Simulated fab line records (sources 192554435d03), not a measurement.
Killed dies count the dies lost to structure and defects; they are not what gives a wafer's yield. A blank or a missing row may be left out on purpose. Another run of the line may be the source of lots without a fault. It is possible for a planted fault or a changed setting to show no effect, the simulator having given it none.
Matching of chambers | flow n5 finfet | pecvd-02 running N5_BEOL_M1_PECVD_72: 3 sister chambers
The step deposits SiO2 from TEOS/O2, target thk 16 nm, time 18 s. 14 wafers are shown with their chamber, then 7 later ones without.

== EACH WAFER AND ITS CHAMBER ==
wafer  | chamber | throttle valve pct (%) | showerhead plenum p Torr (Torr) | heater power w (W)
L074.3 | 0       | 23.1                   | 8.76                            | 599
L074.4 | 0       | 23.3                   | 8.73                            | 614
L074.6 | 1       | 22.6                   | 8.68                            | 507
L081.1 | 0       | 23.5                   | 8.75                            | 635
L081.3 | 1       | 22.6                   | 8.68                            | 596
L081.6 | 0       | 23.5                   | 8.75                            | 667
L087.1 | 1       | 22.4                   | 8.66                            | 564
L087.4 | 1       | 22.2                   | 8.71                            | 563
L087.5 | 1       | 22.3                   | 8.70                            | 543
L093.2 | 1       | 22.6                   | 8.69                            | 585
L093.4 | 2       | 20.0                   | 8.85                            | 646
L093.5 | 1       | 22.4                   | 8.69                            | 595
L095.2 | 0       | 23.4                   | 8.74                            | 658
L095.3 | 2       | 19.8                   | 8.84                            | 659

SIGNATURES (averages over the wafers above)
reading                  | chamber 0 | chamber 1 | chamber 2 | scatter within a chamber
throttle valve pct       | 23.360    | 22.443    | 19.900    | 0.162
showerhead plenum p Torr | 8.7460    | 8.6871    | 8.8450    | 0.0139
heater power w           | 634.60    | 564.71    | 652.50    | 29.4
Rule: a wafer lies at a distance from a chamber equal to the root of the sum of squares, over the readings, of (its reading less the chamber's mean, divided by the reading's scatter). The wafer belongs to the nearest chamber; if the next one is less than 2 further off, it can't be placed. The scatter is the square root of a quotient: the sum, over the shown wafers, of each reading's squared deviation from its chamber's mean, divided by wafers minus chambers.

== WAFERS WITH NO CHAMBER GIVEN ==
wafer  | throttle valve pct (%) | showerhead plenum p Torr (Torr) | heater power w (W)
L095.5 | 20.3                   | 8.84                            | 664
L096.1 | 20.0                   | 8.85                            | 723
L096.2 | 22.4                   | 8.68                            | 602
L096.3 | 23.4                   | 8.76                            | 679
L096.4 | 20.1                   | 8.86                            | 740
L096.5 | 23.3                   | 8.74                            | 654
L096.6 | 22.3                   | 8.67                            | 607

== WHICH CHAMBER EACH WENT THROUGH ==
wafer  | from the rows above | in truth
L095.5 | 2                   | 2
L096.1 | 2                   | 2
L096.2 | 1                   | 1
L096.3 | 0                   | 0
L096.4 | 2                   | 2
L096.5 | 0                   | 0
L096.6 | 1                   | 1
7 of 7 placed correctly. Not placeable from these rows: 0. Number placed wrongly: 0.
